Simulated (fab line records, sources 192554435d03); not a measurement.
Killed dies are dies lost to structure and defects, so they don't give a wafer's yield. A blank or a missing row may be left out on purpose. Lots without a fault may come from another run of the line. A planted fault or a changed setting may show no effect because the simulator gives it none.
Split-lot experiment | flow n5_finfet | 7 lots, 21 wafers read, on a route of 1938 steps

THE SPLIT
At N5_MOL_CONTACT_COAG_CVD_140 (deposits W, target thk 66.5 nm, time 215 s), the setting target_thk_a was moved away from the recipe's 665 angstrom on 10 of the 21 wafers read, by -8.5% to +11.9%. The other wafers ran this setting at the recipe's value.

The reading is taken at the split's own step.

THE READING
W_of_MOL_CONTACT_COAG_CVD_140.thk_nm (the simulator's own value, which no gauge read), in nm, at N5_MOL_CONTACT_COAG_CVD_140 (deposits W, target thk 66.5 nm, time 215 s). The file gives no usual value for it. The 11 wafers here that ran the recipe average 66.3 nm, standard deviation 0.56 nm.

wafer  | tool, chamber at the split | target_thk_a as run, angstrom | against the recipe | W_of_MOL_CONTACT_COAG_CVD_140.thk_nm, nm | against lot-mates on the recipe
L074.3 | cvd_w-02, 1                | 608.4                         | -8.5%              | 61                                       | -6.4
L074.4 | cvd_w-02, 0                | 608.4                         | -8.5%              | 62.2                                     | -5.2
L074.5 | cvd_w-02, 1                | 665                           | recipe             | 67.4                                     | -
L080.1 | cvd_w-02, 1                | 665                           | recipe             | 66.4                                     | -
L080.2 | cvd_w-02, 0                | 695.8                         | +4.6%              | 69.8                                     | +3.4
L080.3 | cvd_w-02, 0                | 695.8                         | +4.6%              | 69.4                                     | +3.0
L083.1 | cvd_w-02, 1,0              | 665                           | recipe             | 66.4                                     | -
L083.6 | cvd_w-02, 1,0              | 665                           | recipe             | 66.4                                     | -
L083.4 | cvd_w-02, 0                | 665                           | recipe             | 66.6                                     | -
L087.2 | cvd_w-01, 1,0              | 665                           | recipe             | 66.4                                     | -
L087.4 | cvd_w-01, 1,0              | 665                           | recipe             | 66.4                                     | -
L087.6 | cvd_w-01, 1                | 614.1                         | -7.7%              | 59.8                                     | -6.6
L090.3 | cvd_w-01, 0                | 744.2                         | +11.9%             | 74.2                                     | +9.0
L090.4 | cvd_w-01, 1                | 665                           | recipe             | 65.2                                     | -
L090.6 | cvd_w-01, 1                | 744.2                         | +11.9%             | 73.2                                     | +8.0
L091.1 | cvd_w-01, 0                | 665                           | recipe             | 66.2                                     | -
L091.5 | cvd_w-01, 0                | 665                           | recipe             | 66.4                                     | -
L091.6 | cvd_w-01, 1                | 634.6                         | -4.6%              | 62.8                                     | -3.5
L094.1 | cvd_w-02, 1                | 665                           | recipe             | 65.4                                     | -
L094.3 | cvd_w-02, 1                | 697.8                         | +4.9%              | 70                                       | +4.6
L094.4 | cvd_w-02, 0                | 697.8                         | +4.9%              | 71                                       | +5.6
Where a row lists several chambers, the file gives one row for several wafers and doesn't say which wafer went through which chamber.

THE FIT
A straight line over all 21 wafers: W_of_MOL_CONTACT_COAG_CVD_140.thk_nm changes by +0.656 nm for each +1% of target_thk_a; r = +0.98; the points scatter about the line by 0.78 nm.
The same after taking each lot's own level away (the mean of its wafers on the recipe; 21 wafers): +0.745 nm for each +1%; r = +0.99; scatter 0.63 nm.
On that fit, the largest move of target_thk_a shifts the reading by 8.9 nm.
The lots' own levels span 65.20 to 67.40 nm, that is 4.0 times the standard deviation above.
So the lot-to-lot level changes the slope: the two fits differ.
Check: with one of the wafers moved furthest among these (+11.9%) left out of the fit, the line predicts +8.93 nm for it against its lot-mates. It came out at +9 nm against them.

THE FILE'S OWN FIT
W_of_MOL_CONTACT_COAG_CVD_140.thk_nm changes by +0.757 nm for each +1% of target_thk_a, r = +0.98.
